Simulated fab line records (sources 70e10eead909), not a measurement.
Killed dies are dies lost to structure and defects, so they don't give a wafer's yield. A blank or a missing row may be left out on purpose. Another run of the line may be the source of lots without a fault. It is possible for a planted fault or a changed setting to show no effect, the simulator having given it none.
Chamber matching :: flow nand-harc :: NHARC_A_M0_DEP_32 on pecvd-03: 3 sister chambers
The step deposits SiCN, target thk 30 nm. 6 wafers are shown with their chamber, then 9 later ones without.

== WAFERS PAIRED WITH THEIR CHAMBERS ==
wafer: L081.5
chamber: 0
heater-power-w (W): 565

wafer: L084.2
chamber: 1
heater-power-w (W): 437

wafer: L084.4
chamber: 2
heater-power-w (W): 591

wafer: L085.1
chamber: 1
heater-power-w (W): 489

wafer: L085.4
chamber: 2
heater-power-w (W): 680

wafer: L085.5
chamber: 0
heater-power-w (W): 533

== WAFERS MISSING THEIR CHAMBER ==
wafer: L087.1
heater-power-w (W): 586

wafer: L087.2
heater-power-w (W): 661

wafer: L087.3
heater-power-w (W): 545

wafer: L090.1
heater-power-w (W): 599

wafer: L090.3
heater-power-w (W): 550

wafer: L090.4
heater-power-w (W): 548

wafer: L088.1
heater-power-w (W): 585

wafer: L088.3
heater-power-w (W): 532

wafer: L088.4
heater-power-w (W): 534

== THE CHAMBER EACH PASSED THROUGH ==
wafer: L087.1
from the rows above: can't be placed: 0 or 2 or 1
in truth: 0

wafer: L087.2
from the rows above: can't be placed: 2 or 0
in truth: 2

wafer: L087.3
from the rows above: can't be placed: 0 or 1 or 2
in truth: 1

wafer: L090.1
from the rows above: can't be placed: 2 or 0
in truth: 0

wafer: L090.3
from the rows above: can't be placed: 0 or 2 or 1
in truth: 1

wafer: L090.4
from the rows above: can't be placed: 0 or 1 or 2
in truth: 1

wafer: L088.1
from the rows above: can't be placed: 0 or 2 or 1
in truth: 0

wafer: L088.3
from the rows above: can't be placed: 0 or 1 or 2
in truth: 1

wafer: L088.4
from the rows above: can't be placed: 0 or 1 or 2
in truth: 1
Placed correctly: 0 of 9. These rows do not allow placing 9 (true chamber among the candidates in 9). Wrongly placed: 0.
How it was worked out, from the rows above alone: a wafer's distance from a chamber is the root of the sum, over the readings, of the square of ((its reading less the chamber's mean) divided by the reading's scatter). If the next closest chamber is less than 2 further off than the closest, the wafer can't be placed; otherwise it belongs to the closest. For every chamber, the mean is computed from those of its wafers that are shown. The scatter: the root of (the sum of the squares of (reading less its chamber's mean) over the shown wafers, divided by (wafers less chambers)).
